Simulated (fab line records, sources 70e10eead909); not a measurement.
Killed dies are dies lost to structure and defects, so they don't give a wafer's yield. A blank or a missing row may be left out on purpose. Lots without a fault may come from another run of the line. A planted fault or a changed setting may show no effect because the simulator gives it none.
fab line records | flow nand_harc
record lots=6 wafers=18 last_day=31
route steps=1302 shown P_M2@338 P_BONDPAD@351 END@1302
lots that met no fault: from a run of the same line without faults
start_h: hours from the record's first day to the start of the lot's first wafer shown | wait_h: hours since the lot's step before | " the same as in the row above | L1.1+2: a row that stands for several wafers | - no value, or no start given | * or withheld: withheld | < > ~ a bound
route shown NAME@n: a module of which the file shows steps, and the number in the route of the first | usual: mean/standard deviation of fault-free wafers | same: alike in all rows | chamber/n: place in a boat | sites: the reading at each site | _std_site: their standard deviation | _edge_site: outer sites' mean less inner sites' | radius_mm: how far each site lies from the wafer's centre | mask NAME#n: copy n | behind: the tool/chamber that last shaped the wafer | hold: why the lot was held/for how many hours/how that ended | device: the transistor (n, p or np) that didn't switch | end of line: the same wafers' tests at the end of the route | a step without rows: its recipe alone | killed: dies lost to structure and defects at the first sort, not the wafer's yield | map: a wafer's dies, x killed, . not, _ none there
set.NAME: the setting as run; set.NAME@STEP: as run at that earlier step | model.NAME: the simulator's own value behind a step, which no gauge read
lots at some steps of the route; a table a step, a row a wafer
services: from which hour (start_h, from the record's first day; less than 0 if before it) a tool's chamber was out of use, for how many hours, and why
## steps
# step NHARC_P_M2_DEGAS_29
# recipe temp_c=250 time_s=60
# usual heater_power_w=335/31 susceptor_temp_C=250.01/0.2
# columns lot.wafer tool chamber start_h wait_h heater_power_w susceptor_temp_C
L981.4 pvd_sputter-03 - 132.71 - 341 249.92
L981.1 " - " " 356 249.96
L981.2 " - " " 374 250.03
L984.1 pvd_sputter-02 - 158.66 - 305 250.20
L984.3 " - " " 364 250.00
L984.4 " - " " 365 250.02
L986.4 pvd_sputter-02 - 182.38 - 298 250.31
L986.2 " - " " 361 250.30
L986.6 " - " " 349 249.90
L987.4 pvd_sputter-01 - 189.82 - 347 250.14
L987.5 " - " " 353 249.81
L987.6 " - " " 352 250.03
L998.2 pvd_sputter-01 - 305.08 - 317 250.00
L998.4 " - " " 309 250.14
L998.6 " - " " 302 250.12
L999.3 pvd_sputter-01 - 315.34 - 317 250.26
L999.2 " - " " 309 249.87
L999.5 " - " " 323 249.79
# step NHARC_P_M2_PRE_CLEAN_30
# recipe time_s=30 temp_c=280 gas=H2/He
# step NHARC_P_M2_PVD_20
# recipe target_thk_a=50 bias_v=168.6 power_w=15000 chamber_pressure_pa=0.12 time_s=8.06 substrate_temp_c=50 material=TaN
# usual bias_v=168.4/1.7 throttle_valve_pct=30.4/1.2
# columns lot.wafer tool chamber start_h wait_h bias_v throttle_valve_pct
L981.1 pvd_sputter-03 - - - 167.2 31.2
L981.2 " - " " 167.8 31.8
L981.4 " - " " 167.2 32.0
L984.1 pvd_sputter-02 - - - 164.9 31.2
L984.3 " - " " 165.9 29.9
L984.4 " - " " 168.5 30.4
L986.4 pvd_sputter-02 - - - 167.6 30.2
L986.2 " - " " 166.1 30.5
L986.6 " - " " 168.4 31.3
L987.4 pvd_sputter-01 - - - 169.4 31.5
L987.6 " - " " 171.8 29.7
L987.5 " - " " 168.8 29.6
L998.2 pvd_sputter-01 - - - 167.3 30.6
L998.4 " - " " 169.4 30.1
L998.6 " - " " 167.4 27.3
L999.2 pvd_sputter-01 - - - 167.6 31.5
L999.3 " - " " 167.9 30.5
L999.5 " - " " 166.4 31.5
# step NHARC_P_M2_PVD_21
# recipe target_thk_a=300 chamber_pressure_pa=5 power_w=5000 substrate_temp_c=30 time_s=20.49 material=Cu
# usual throttle_valve_pct=30.5/1.2
# columns lot.wafer tool chamber start_h wait_h throttle_valve_pct
L981.2 pvd_sputter-03 - - - 31.7
L981.4 " - " " 30.9
L981.1 " - " " 32.0
L984.4 pvd_sputter-02 - - - 30.4
L984.1 " - " " 31.3
L984.3 " - " " 30.2
L986.2 pvd_sputter-02 - - - 31.4
L986.4 " - " " 29.9
L986.6 " - " " 30.1
L987.4 pvd_sputter-01 - - - 29.3
L987.5 " - " " 31.7
L987.6 " - " " 27.1
L998.4 pvd_sputter-01 - - - 27.4
L998.2 " - " " 30.3
L998.6 " - " " 30.5
L999.2 pvd_sputter-01 - - - 30.5
L999.3 " - " " 31.7
L999.5 " - " " 30.5
# step NHARC_P_M2_ECD_22
# recipe target_thk_a=4000 bath_temp_c=25 material=Cu
# step NHARC_P_M2_ANNEAL_31
# recipe temp_c=225 time_s=90
# step NHARC_P_M2_CMP_23
# recipe t_overpolish_s=20 target_thk_nm=144.3
# usual motor_current_A=12.0/0.91 time_to_endpoint_s=28.3/2.6
# columns lot.wafer tool chamber start_h wait_h motor_current_A time_to_endpoint_s
L981.1 cmp-04 1 133.79 - 12.2 29.3
L981.2 " 3 " " 11.4 26.8
L981.4 " 0 " " 11.1 28.9
L984.4 cmp-03 3 159.75 - 11.3 30.1
L984.3 " 0 " " 12.6 30.3
L984.1 " 2 " " 13.1 25.9
L986.2 cmp-04 2 183.49 - 11.9 21.0
L986.4 " 0 " " 11.5 23.8
L986.6 " 2 " " 12.2 22.0
L987.4 cmp-04 2 190.96 - 11.8 26.1
L987.5 " 0 " " 11.7 26.2
L987.6 " 1 " " 12.9 28.9
L998.4 cmp-03 3 306.18 - 10.6 26.4
L998.2 " 1 " " 10.3 26.7
L998.6 " 3 " " 11.4 27.1
L999.2 cmp-03 3 316.47 - 11.0 29.4
L999.3 " 0 " " 12.3 31.3
L999.5 " 1 " " 10.5 29.8
# step NHARC_P_M2_THK_MEAS_24
# recipe thk_meas_gauge=xrf
# usual thk_nm=144.0/1.5
# columns lot.wafer tool chamber start_h wait_h thk_nm
L981.1 film_metro-02 - 134.11 - 142.2
L981.2 " - " " 141.1
L981.4 " - " " 144.0
L984.1 film_metro-01 - 160.07 - 143.8
L984.3 " - " " 146.7
L984.4 " - " " 143.6
L986.2 film_metro-02 - 183.77 - 145.0
L986.4 " - " " 146.7
L986.6 " - " " 145.0
L987.4 film_metro-02 - 191.23 - 143.3
L987.5 " - " " 144.2
L987.6 " - " " 143.8
L998.2 film_metro-02 - 306.46 - 143.8
L998.4 " - " " 143.3
L998.6 " - " " 144.4
L999.2 film_metro-01 - 316.73 - 143.8
L999.3 " - " " 145.7
L999.5 " - " " 146.1
# step NHARC_P_M2_SRD_25
# step NHARC_P_M2_INSPECT_27
# usual raw_defect_count=297/110
# columns lot.wafer tool chamber start_h wait_h raw_defect_count
L981.1 defect_inspect-01 - 134.26 0.0 589
L981.2 " - " " 283
L981.4 " - " " 402
L984.1 defect_inspect-02 - 160.24 0.0 302
L984.3 " - " " 410
L984.4 " - " " 256
L986.2 defect_inspect-01 - 183.93 0.0 177
L986.4 " - " " 277
L986.6 " - " " 244
L987.4 defect_inspect-01 - 191.38 0.0 280
L987.5 " - " " 340
L987.6 " - " " 417
L998.2 defect_inspect-01 - 306.62 0.0 201
L998.4 " - " " 169
L998.6 " - " " 160
L999.2 defect_inspect-01 - 316.89 0.0 207
L999.3 " - " " 190
L999.5 " - " " 157
# step NHARC_P_M2_PRE_CLEAN_32
# recipe time_s=12 temp_c=370 rf_power_w=300 gas=NH3
# step NHARC_P_M2_DEP_33
# recipe target_thk_a=300 temp_c=370 target_thk_nm=30 pressure_torr=3 flow_sccm=200 rf_w=450 material=SiCN
# usual chamber_pressure_Torr=3.000/0.0058 heater_power_outer_w=333/52 heater_power_w=592/86 susceptor_temp_C=370.02/0.21
# columns lot.wafer tool chamber start_h wait_h chamber_pressure_Torr heater_power_outer_w heater_power_w susceptor_temp_C
L981.2 pecvd-02 0 134.45 0.1 3.000 370 633 370.06
L981.1 " 1 " " 3.001 373 692 369.89
L981.4 " 1 " " 3.005 383 686 369.69
L984.1 pecvd-02 2 160.38 0.1 3.005 275 472 370.19
L984.3 " 1 " " 2.998 321 609 370.06
L984.4 " 2 " " 2.994 272 473 370.19
L986.2 pecvd-01 2 184.33 0.1 3.003 379 633 370.33
L986.4 " 0 " " 3.006 295 530 369.80
L986.6 " 2 " " 2.993 391 619 370.03
L987.6 pecvd-02 2 191.66 0.2 2.997 292 506 369.84
L987.4 " 0 " " 2.997 362 641 370.01
L987.5 " 1 " " 3.005 322 631 369.78
L998.2 pecvd-01 2 306.97 0.1 - - - -
L998.6 " 0 " " - - - -
L998.4 " 2 " " - - - -
L999.3 pecvd-02 0 317.08 0.1 - - - -
L999.2 " 1 " " - - - -
L999.5 " 1 " " - - - -
# step NHARC_P_BONDPAD_DEP_00
# recipe target_thk_a=2500 temp_c=370 target_thk_nm=250 pressure_torr=3 flow_sccm=200 rf_w=450 material=SiCN
# usual chamber_pressure_Torr=3.000/0.0074 heater_power_outer_w=333/52 heater_power_w=592/89 susceptor_temp_C=370.02/0.19
# columns lot.wafer tool chamber start_h wait_h chamber_pressure_Torr heater_power_outer_w heater_power_w susceptor_temp_C
L981.1 pecvd-03 1 134.82 - 3.009 253 502 370.10
L981.2 " 2 " " 3.000 418 740 369.95
L981.4 " 1 " " 2.991 268 511 370.32
L984.1 pecvd-03 2 160.80 - 3.003 433 807 370.47
L984.3 " 1 " " 3.003 270 506 370.06
L984.4 " 2 " " 3.007 449 826 369.92
L986.2 pecvd-02 2 184.75 - 3.003 254 439 369.88
L986.6 " 0 " " 2.998 326 593 369.99
L986.4 " 1 " " 2.998 365 657 369.65
L987.5 pecvd-01 1 192.09 - 3.012 359 595 370.01
L987.6 " 2 " " 2.992 378 613 370.05
L987.4 " 0 " " 2.986 320 563 369.72
L998.2 pecvd-03 1 307.34 0.3 3.002 304 593 370.10
L998.4 " 0 " " 3.008 259 526 369.92
L998.6 " 1 " " 2.997 308 592 369.94
L999.2 pecvd-02 2 317.43 0.3 3.003 267 454 370.37
L999.3 " 0 " " 2.996 387 683 369.93
L999.5 " 2 " " 3.005 281 461 370.13
# step NHARC_END_SORT_01
# recipe temp_c=25
# usual defect_limited_yield=90.8/2.2 killed_at_array=58/15 killed_at_other=0.8/1.2 killed_at_periphery=3.5/2.5 killed_dies=62/15 killed_open=3.2/1.7 killed_short=2.4/1.5
# same gross_dies=677
# columns lot.wafer tool chamber start_h wait_h defect_limited_yield[%] killed_at_array killed_at_other killed_at_periphery killed_dies killed_open killed_short
L981.1 prober-02 0 555.36 2.5 88.5 78 0 0 78 1 3
L981.2 prober-02 0 556.16 2.8 90.3 64 0 2 66 2 1
L981.4 prober-02 0 557.78 3.4 89.1 72 0 2 74 3 1
L984.1 prober-02 0 581.89 2.5 88.8 68 8 0 76 5 2
L984.3 prober-02 0 583.49 3.1 89.8 63 4 2 69 4 0
L984.4 prober-02 0 584.30 3.4 88.0 75 3 3 81 6 3
L986.2 prober-01 0 596.62 2.8 91.4 57 1 0 58 3 6
L986.4 prober-01 0 598.25 3.5 91.9 52 0 3 55 2 4
L986.6 prober-01 0 599.88 4.1 91.9 52 0 3 55 3 3
L987.4 prober-02 0 633.99 3.4 92.9 46 0 2 48 3 1
L987.5 prober-02 0 634.79 3.7 92.3 49 0 3 52 2 1
L987.6 prober-02 0 635.60 4.0 92.3 49 2 1 52 3 1
L998.2 prober-01 0 734.22 2.8 89.4 68 0 4 72 7 3
L998.4 prober-01 0 735.84 3.4 88.0 78 1 2 81 2 1
L998.6 prober-01 0 737.46 4.0 89.5 70 0 1 71 5 1
# killed by level:class
L981.1 A_CHANNEL_HOLE_D2:chamber_film_flake=30 A_SLIT:chamber_film_flake=20 A_CHANNEL_HOLE_D1:chamber_film_flake=17 A_STAIRCASE:chamber_film_flake=5 A_CHANNEL_FILL_D1:geometric_particle:short=1 A_CHANNEL_FILL_D2:geometric_particle:short=1 A_WL_FILL:geometric_particle:open=1 A_CONTACT:geometric_particle:short=1
L981.2 A_CHANNEL_HOLE_D1:chamber_film_flake=24 A_CHANNEL_HOLE_D2:chamber_film_flake=22 A_SLIT:chamber_film_flake=10 A_STAIRCASE:chamber_film_flake=3 P_GATE:chamber_film_flake=2 A_ONON_D1:geometric_particle:short=1 A_ONON_D1:geometric_particle:open=1 A_SGD_CUT:geometric_particle:open=1
L981.4 A_CHANNEL_HOLE_D2:chamber_film_flake=25 A_CHANNEL_HOLE_D1:chamber_film_flake=21 A_SLIT:chamber_film_flake=16 A_STAIRCASE:chamber_film_flake=3 A_CONTACT:chamber_film_flake=2 P_CONTACT:geometric_particle:open=1 A_SOURCE_PLATE:geometric_particle:open=1 A_ONON_D2:geometric_particle:open=1
L984.1 A_CHANNEL_HOLE_D1:chamber_film_flake=31 A_CHANNEL_HOLE_D2:chamber_film_flake=21 THIN_TSV:chamber_film_flake=8 A_DECK1_JOINT:geometric_particle:open=3 A_CONTACT:chamber_film_flake=3 A_STAIRCASE:chamber_film_flake=2 A_WL_FILL:chamber_film_flake=2 A_ONON_D2:geometric_particle:open=1
L984.3 A_CHANNEL_HOLE_D1:chamber_film_flake=30 A_CHANNEL_HOLE_D2:chamber_film_flake=22 THIN_TSV:chamber_film_flake=4 A_CHANNEL_FILL_D1:chamber_film_flake=2 A_STAIRCASE:chamber_film_flake=2 A_WL_FILL:chamber_film_flake=2 P_CONTACT:geometric_particle:open=1 A_DECK1_JOINT:geometric_particle:open=1
L984.4 A_CHANNEL_HOLE_D2:chamber_film_flake=35 A_CHANNEL_HOLE_D1:chamber_film_flake=25 A_CHANNEL_FILL_D1:chamber_film_flake=3 THIN_TSV:chamber_film_flake=3 A_STAIRCASE:chamber_film_flake=3 A_ONON_D2:geometric_particle:open=2 P_CONTACT:geometric_particle:open=1 P_M0:geometric_particle:open=1
L986.2 A_CHANNEL_HOLE_D1:chamber_film_flake=32 A_CHANNEL_HOLE_D2:chamber_film_flake=11 A_CHANNEL_FILL_D2:geometric_particle:short=2 A_CONTACT:chamber_film_flake=2 A_ONON_D1:geometric_particle:short=1 A_CHANNEL_FILL_D1:geometric_particle:short=1 A_CHANNEL_FILL_D1:geometric_particle:open=1 A_DECK1_JOINT:geometric_particle:short=1
L986.4 A_CHANNEL_HOLE_D1:chamber_film_flake=31 A_CHANNEL_HOLE_D2:chamber_film_flake=10 A_STAIRCASE:chamber_film_flake=2 A_SLIT:chamber_film_flake=2 P_GATE:geometric_particle:short=1 P_BONDPAD:geometric_particle:open=1 A_ONON_D1:geometric_particle:short=1 A_CHANNEL_FILL_D1:geometric_particle:short=1
L986.6 A_CHANNEL_HOLE_D1:chamber_film_flake=34 A_CHANNEL_HOLE_D2:chamber_film_flake=6 A_CHANNEL_FILL_D1:geometric_particle:short=3 A_BLC:geometric_particle:open=2 P_ZERO_WELL:chamber_film_flake=2 A_CONTACT:chamber_film_flake=2 A_CHANNEL_FILL_D1:geometric_particle:open=1 P_CONTACT:chamber_film_flake=1
L987.4 A_SLIT:chamber_film_flake=28 A_CONTACT:chamber_film_flake=5 A_CHANNEL_HOLE_D2:chamber_film_flake=4 A_CHANNEL_HOLE_D1:chamber_film_flake=2 A_STAIRCASE:chamber_film_flake=2 A_ONON_D1:geometric_particle:open=1 A_ONON_D1:geometric_particle:short=1 A_SGD_CUT:geometric_particle:open=1
L987.5 A_SLIT:chamber_film_flake=30 A_CHANNEL_HOLE_D2:chamber_film_flake=8 A_CHANNEL_HOLE_D1:chamber_film_flake=5 A_CONTACT:chamber_film_flake=4 P_GATE:chamber_film_flake=2 P_CONTACT:geometric_particle:open=1 A_WL_FILL:geometric_particle:short=1 A_CONTACT:geometric_particle:open=1
L987.6 A_SLIT:chamber_film_flake=28 A_CONTACT:chamber_film_flake=8 A_CHANNEL_HOLE_D2:chamber_film_flake=5 A_CHANNEL_HOLE_D1:chamber_film_flake=2 A_WL_FILL:chamber_film_flake=2 A_CHANNEL_FILL_D1:geometric_particle:short=1 A_BLC:geometric_particle:open=1 A_M1:geometric_particle:open=1
L998.2 A_CHANNEL_HOLE_D1:chamber_film_flake=29 A_CHANNEL_HOLE_D2:chamber_film_flake=13 A_CONTACT:chamber_film_flake=8 A_STAIRCASE:chamber_film_flake=7 P_M0:geometric_particle:open=2 A_SLIT:chamber_film_flake=2 A_CHANNEL_FILL_D1:geometric_particle:open=2 P_CONTACT:geometric_particle:open=1
L998.4 A_CHANNEL_HOLE_D2:chamber_film_flake=29 A_CHANNEL_HOLE_D1:chamber_film_flake=28 A_SLIT:chamber_film_flake=8 A_CONTACT:chamber_film_flake=5 A_STAIRCASE:chamber_film_flake=4 P_CONTACT:geometric_particle:open=1 A_M0:geometric_particle:open=1 P_BONDPAD:chamber_film_flake=1
L998.6 A_CHANNEL_HOLE_D1:chamber_film_flake=31 A_CHANNEL_HOLE_D2:chamber_film_flake=25 A_WL_FILL:geometric_particle:open=2 A_STAIRCASE:chamber_film_flake=2 A_SLIT:chamber_film_flake=2 A_CONTACT:chamber_film_flake=2 A_ONON_D1:geometric_particle:open=1 A_CHANNEL_FILL_D1:geometric_particle:open=1
## services
# columns tool chamber start_h hours kind
cmp-04 - 111.00 4.0 pm
pvd_sputter-03 - 117.84 11.4 repair
cmp-04 - 121.82 0.8 repair
cmp-04 - 128.64 1.3 repair
pecvd-01 - 130.23 13.0 pm
pecvd-01 1 143.45 5.6 repair
cmp-04 - 148.72 1.7 repair
cmp-03 - 162.84 4.0 pm
pvd_sputter-03 - 170.00 10.0 pm
pecvd-03 - 185.11 13.0 pm
pecvd-01 - 187.88 0.6 repair
cmp-03 - 189.13 4.5 repair
cmp-04 - 191.31 2.4 repair
cmp-04 - 209.00 4.0 pm
pvd_sputter-01 - 211.88 1.0 repair
pecvd-01 1 212.20 16.5 repair
pvd_sputter-01 - 214.40 1.0 repair
pvd_sputter-01 - 226.00 10.0 pm
pvd_sputter-03 - 226.99 5.3 repair
pecvd-02 - 227.29 13.0 pm
pvd_sputter-02 - 258.19 1.1 repair
pvd_sputter-02 - 282.01 10.0 pm
pvd_sputter-01 - 302.94 0.7 repair
pecvd-02 - 306.57 1.1 repair
## key
first_sign step=NHARC_P_M2_DEP_33 reading=tool_record direction=missing
effect none on later readings
met_at NHARC_P_M2_DEP_33
struck_wafers L998.2,L998.4,L998.6,L999.2,L999.3,L999.5
onset_between 191.66 306.97
fault kind=skipped_step_whole tool=pecvd-01,pecvd-02 chamber=- onset_h=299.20 steps=NHARC_P_M2_DEP_33 scope=struck_lots_only
